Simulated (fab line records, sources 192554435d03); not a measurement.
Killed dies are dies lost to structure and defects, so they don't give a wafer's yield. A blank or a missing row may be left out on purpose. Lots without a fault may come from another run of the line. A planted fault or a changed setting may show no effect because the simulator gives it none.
Which tool did it? | flow n5_finfet | 11 lots, 27 wafers sampled, at 5 steps of a route of 1938

WHAT THE GAUGES READ, wafer by wafer
N5_BEOL_M1_THK_MEAS_01. Usual: M1_ILD_THK 79.2 nm, standard deviation 1.3.
lot  | measured     | on            | M1_ILD_THK (nm) | flag
L568 | day 6 11:34  | film_metro-02 | 77.9 80.4       |
L570 | day 6 17:09  | film_metro-02 | 78.6 79.0       |
L572 | day 7 05:59  | film_metro-02 | 79.2 79.6 81.4  |
L573 | day 7 08:07  | film_metro-02 | 79.3 80.9 80.6  |
L574 | day 7 13:02  | film_metro-01 | 79.2 82.3 81.3  |
L576 | day 8 01:53  | film_metro-01 | 78.6 80.4 80.5  |
L579 | day 9 21:25  | film_metro-01 | 77.2 79.0       |
L585 | day 10 12:08 | film_metro-01 | 77.1 79.7       |
L586 | day 10 20:18 | film_metro-02 | 77.6 77.5 80.4  |
L589 | day 11 07:01 | film_metro-02 | 78.9 80.2       |
L590 | day 11 10:08 | film_metro-01 | 77.4 80.5       |

N5_BEOL_M4_RC_MEAS_101. Usual: DIBL_N 36.0 mV/V, standard deviation 2; DIBL_P 35.9 mV/V, standard deviation 2.5; IOFF_N 0.16 nA/um, standard deviation 0.038; IOFF_P 0.21 nA/um, standard deviation 0.04; ION_N 675 uA/um, standard deviation 14; ION_P 462 uA/um, standard deviation 9.4; SS_N 71.5 mV/dec, standard deviation 0.75; SS_P 73.2 mV/dec, standard deviation 0.74; VT_N 250 mV, standard deviation 3.9; VT_P -251 mV, standard deviation 3.2.
lot  | measured     | on        | DIBL_N (mV/V)  | DIBL_P (mV/V)  | IOFF_N (nA/um) | IOFF_P (nA/um) | ION_N (uA/um) | ION_P (uA/um) | SS_N (mV/dec)  | SS_P (mV/dec)  | VT_N (mV)   | VT_P (mV)      | flag
L568 | day 7 22:37  | prober-01 | 37.7 36.3      | 35.8 33.6      | 0.20 0.16      | 0.20 0.16      | 667 675       | 455 452       | 72.2 71.1      | 72.8 72.4      | 249 250     | -252 -255      |
L570 | day 8 10:36  | prober-01 | 40.0 32.6      | 37.8 30.3      | 0.23 0.12      | 0.28 0.18      | 690 679       | 468 474       | 72.1 69.8      | 74.2 72.2      | 242 249     | -246 -251      |
L572 | day 9 05:07  | prober-01 | 37.3 32.4 38.7 | 37.2 31.9 39.4 | 0.17 0.11 0.20 | 0.19 0.14 0.25 | 664 654 670   | 446 445 459   | 72.3 70.8 71.8 | 73.7 72.6 74.5 | 251 256 246 | -255 -257 -251 |
L573 | day 9 00:43  | prober-02 | 36.9 37.0 37.0 | 37.7 39.5 38.4 | 0.20 0.18 0.18 | 0.25 0.28 0.26 | 705 681 692   | 478 474 479   | 71.5 71.4 71.2 | 73.2 74.4 73.7 | 244 249 247 | -246 -249 -248 |
L574 | day 9 08:00  | prober-02 | 32.5 35.9 35.7 | 32.2 35.1 35.0 | 0.11 0.15 0.15 | 0.16 0.19 0.18 | 679 676 675   | 473 460 464   | 69.6 70.2 70.1 | 71.7 73.4 72.7 | 256 251 251 | -251 -251 -249 |
L576 | day 9 20:21  | prober-02 | 35.6 34.8 35.3 | 34.3 33.3 34.1 | 0.16 0.13 0.14 | 0.23 0.22 0.23 | 701 683 686   | 483 475 472   | 71.3 69.7 70.6 | 72.8 72.4 72.8 | 243 248 248 | -245 -248 -247 |
L579 | day 11 09:28 | prober-02 | 33.3 35.8      | 33.2 38.4      | 0.11 0.15      | 0.15 0.21      | 661 672       | 450 461       | 71.0 71.3      | 72.3 73.0      | 254 251     | -255 -252      |
L585 | day 12 06:01 | prober-02 | 35.3 34.5      | 36.7 37.0      | 0.14 0.14      | 0.20 0.21      | 647 688       | 447 473       | 71.2 70.9      | 72.7 73.6      | 251 250     | -249 -249      |
L586 | day 12 08:45 | prober-02 | 33.8 41.3 34.4 | 34.0 42.8 34.7 | 0.11 0.28 0.13 | 0.18 0.35 0.19 | 664 705 673   | 460 482 464   | 70.7 72.3 70.6 | 72.6 74.6 72.5 | 254 240 252 | -251 -243 -252 |
L589 | day 13 08:21 | prober-01 | 36.6 37.0      | 36.4 37.0      | 0.14 0.16      | 0.22 0.24      | 661 672       | 458 466       | 71.7 71.4      | 73.2 73.7      | 253 249     | -250 -249      |
L590 | day 13 13:23 | prober-01 | 34.7 33.0      | 35.0 31.9      | 0.12 0.11      | 0.17 0.15      | 664 663       | 460 464       | 71.2 70.9      | 72.7 71.9      | 254 258     | -253 -256      |

WHICH TOOL RAN EACH LOT (tool, then ch and the chambers of the sampled wafers, then the start)
lot  | N5_BEOL_M0_CMP_120           | N5_BEOL_M1_DESCUM_16              | N5_BEOL_M1_ETCH_63
L568 | cmp-04 ch 0,3, day 6 10:57   | rie_diel-02 ch 0,1, day 6 12:54   | rie_diel-02 ch 0,1, day 6 12:57
L570 | cmp-01 ch 0,3, day 6 16:28   | rie_diel-02 ch 2, day 6 19:24     | rie_diel-02 ch 2, day 6 19:27
L572 | cmp-03 ch 0,3, day 7 05:18   | rie_diel-06 ch 0,2,3, day 7 07:10 | rie_diel-06 ch 0,2,3, day 7 07:13
L573 | cmp-03 ch 1,3, day 7 07:27   | rie_diel-06 ch 0,2, day 7 09:00   | rie_diel-06 ch 0,2, day 7 09:03
L574 | cmp-03 ch 0,3, day 7 12:20   | rie_diel-02 ch 0,1,3, day 7 14:53 | rie_diel-02 ch 0,1,3, day 7 14:56
L576 | cmp-04 ch 0,1,3, day 8 01:07 | rie_diel-06 ch 0,1,3, day 8 05:28 | rie_diel-06 ch 0,1,3, day 8 05:31
L579 | cmp-03 ch 1,2, day 9 20:44   | rie_diel-02 ch 0,3, day 10 00:03  | rie_diel-02 ch 0,3, day 10 00:06
L585 | cmp-03 ch 2,3, day 10 11:29  | rie_diel-02 ch 0,1, day 10 13:32  | rie_diel-02 ch 0,1, day 10 13:35
L586 | cmp-03 ch 1,3, day 10 19:36  | rie_diel-02 ch 0,2, day 10 21:14  | rie_diel-02 ch 0,2, day 10 21:17
L589 | cmp-01 ch 0,1, day 11 06:29  | rie_diel-01 ch 1,3, day 11 08:41  | rie_diel-01 ch 1,3, day 11 08:44
L590 | cmp-03 ch 0,1, day 11 09:33  | rie_diel-06 ch 1,2, day 11 12:13  | rie_diel-06 ch 1,2, day 11 12:15
- N5_BEOL_M0_CMP_120: polishes, stops on SiOC, t overpolish 6.9 s.
- N5_BEOL_M1_DESCUM_16: chemistry O2, time 7 s.
- N5_BEOL_M1_ETCH_63: etches SiARC in CF4, target depth 15.6 nm, time 26 s.

WHAT THE TOOLS THEMSELVES READ (means of the sampled wafers that have a number; where no wafer has one, the mark that the record gives instead)
N5_BEOL_M0_CMP_120. Usual: barrier_field_endpoint_s 3.71 s, standard deviation 0.17; motor_current_A 6.3 A, standard deviation 0.73; overpolish_run_s 6.899 s, standard deviation 0.009; time_to_endpoint_s 64 s, standard deviation 4.3.
lot  | tool   | barrier_field_endpoint_s (s) | motor_current_A (A) | overpolish_run_s (s) | time_to_endpoint_s (s) | flag
L568 | cmp-04 | 3.88                         | 6.2                 | 6.901                | 68                     |
L570 | cmp-01 | 3.75                         | 6.5                 | 6.902                | 63                     |
L572 | cmp-03 | 3.65                         | 7.0                 | 6.907                | 63                     |
L573 | cmp-03 | 3.81                         | 5.6                 | 6.902                | 65                     |
L574 | cmp-03 | 3.71                         | 6.4                 | 6.897                | 59                     |
L576 | cmp-04 | 3.84                         | 6.2                 | 6.900                | 71                     |
L579 | cmp-03 | 3.89                         | 5.6                 | 6.894                | 66                     |
L585 | cmp-03 | 3.57                         | 5.8                 | 6.901                | 59                     |
L586 | cmp-03 | 3.54                         | 5.7                 | 6.894                | 63                     |
L589 | cmp-01 | 3.56                         | 6.9                 | 6.898                | 61                     |
L590 | cmp-03 | 3.65                         | 6.7                 | 6.899                | 68                     |

N5_BEOL_M1_DESCUM_16. Usual: drypump_motor_current_A 5.5 A, standard deviation 0.35; o2_flow_sccm 225.0 sccm, standard deviation 0.74; oes_product_au 0.77 a.u., standard deviation 0.087; rf_vpp_V 243.4 V, standard deviation 1.2; showerhead_plenum_p_Torr 2.11 Torr, standard deviation 0.061; throttle_valve_pct 20.57 %, standard deviation 0.25.
lot  | tool        | drypump_motor_current_A (A) | o2_flow_sccm (sccm) | oes_product_au (a.u.) | rf_vpp_V (V) | showerhead_plenum_p_Torr (Torr) | throttle_valve_pct (%) | flag
L568 | rie_diel-02 | 5.8                         | 224.9               | 0.82                  | 243.8        | 2.13                            | 20.43                  |
L570 | rie_diel-02 | 5.7                         | 225.8               | 0.71                  | 244.3        | 2.12                            | 20.17                  |
L572 | rie_diel-06 | 5.1                         | 225.7               | 0.79                  | 243.6        | 2.12                            | 20.65                  |
L573 | rie_diel-06 | 5.1                         | 226.1               | 0.84                  | 243.4        | 2.18                            | 20.52                  |
L574 | rie_diel-02 | 5.8                         | 224.9               | 0.76                  | 242.7        | 2.11                            | 20.53                  |
L576 | rie_diel-06 | 5.4                         | 224.7               | 0.72                  | 242.9        | 2.12                            | 20.76                  |
L579 | rie_diel-02 | 5.8                         | 224.5               | 0.78                  | 243.2        | 2.10                            | 20.61                  |
L585 | rie_diel-02 | 5.8                         | 225.1               | 0.77                  | 244.1        | 2.12                            | 20.48                  |
L586 | rie_diel-02 | 5.7                         | 225.3               | 0.92                  | 244.5        | 2.12                            | 20.05                  |
L589 | rie_diel-01 | 5.3                         | 225.1               | 0.70                  | 243.9        | 2.11                            | 20.57                  |
L590 | rie_diel-06 | 5.5                         | 224.8               | 0.76                  | 245.2        | 2.16                            | 20.70                  |

N5_BEOL_M1_ETCH_63. Usual: drypump_motor_current_A 5.5 A, standard deviation 0.36; etch_rf_on_time_s 25.8 s, standard deviation 0.85; oes_product_au 0.65 a.u., standard deviation 0.071; rf_vpp_V 184.2 V, standard deviation 1.1; showerhead_plenum_p_Torr 2.15 Torr, standard deviation 0.048; throttle_valve_pct 15.72 %, standard deviation 0.29.
lot  | tool        | drypump_motor_current_A (A) | etch_rf_on_time_s (s) | oes_product_au (a.u.) | rf_vpp_V (V) | showerhead_plenum_p_Torr (Torr) | throttle_valve_pct (%) | flag
L568 | rie_diel-02 | 5.9                         | 26.4                  | 0.69                  | 183.3        | 2.17                            | 15.53                  |
L570 | rie_diel-02 | 5.6                         | 26.9                  | 0.60                  | 184.6        | 2.17                            | 15.55                  |
L572 | rie_diel-06 | 5.1                         | 24.8                  | 0.67                  | 184.9        | 2.14                            | 15.70                  |
L573 | rie_diel-06 | 5.1                         | 24.4                  | 0.73                  | 184.6        | 2.17                            | 15.41                  |
L574 | rie_diel-02 | 5.8                         | 26.6                  | 0.65                  | 184.3        | 2.14                            | 15.66                  |
L576 | rie_diel-06 | 5.4                         | 24.8                  | 0.62                  | 183.7        | 2.16                            | 15.89                  |
L579 | rie_diel-02 | 5.8                         | 42.5                  | 0.52                  | 184.3        | 2.14                            | 15.75                  | OFF
L585 | rie_diel-02 | 5.8                         | 34.9                  | 0.58                  | 184.4        | 2.16                            | 15.61                  | OFF
L586 | rie_diel-02 | 5.7                         | 31.9                  | 0.71                  | 184.7        | 2.17                            | 15.27                  | OFF
L589 | rie_diel-01 | 5.3                         | 26.8                  | 0.59                  | 184.9        | 2.15                            | 15.81                  |
L590 | rie_diel-06 | 5.5                         | 24.8                  | 0.67                  | 184.9        | 2.17                            | 15.69                  |

THE ANSWER, worked out from the rows above alone
Rule: a lot is off if the mean of its wafers that have a number lies more than 3 standard deviations from the usual mean. A lot without any number at a reading at which 4 lots or more have one is off too. The other lots that the step has rows for count as sound. The gauges are gone through in route order, then the tools' own readings, and for those a lot's mean is taken as printed above. The first step at which some lot is off is used, and at that step the reading that is off furthest; a lot without a number counts as furthest.
Off: L579, L585, L586, at N5_BEOL_M1_ETCH_63 (etch_rf_on_time_s).
A tool fits if, at that step or a process step before it, it ran every lot that is off, and no sound lot after the first of them. One fits: rie_diel-02 at N5_BEOL_M1_DESCUM_16 and N5_BEOL_M1_ETCH_63. At N5_BEOL_M1_DESCUM_16 its last sound lot is L574 (day 7 14:53), its first lot that is off L579 (day 10 00:03): a fault that began between those two fits.

WHAT THE SIMULATOR HAD PUT IN
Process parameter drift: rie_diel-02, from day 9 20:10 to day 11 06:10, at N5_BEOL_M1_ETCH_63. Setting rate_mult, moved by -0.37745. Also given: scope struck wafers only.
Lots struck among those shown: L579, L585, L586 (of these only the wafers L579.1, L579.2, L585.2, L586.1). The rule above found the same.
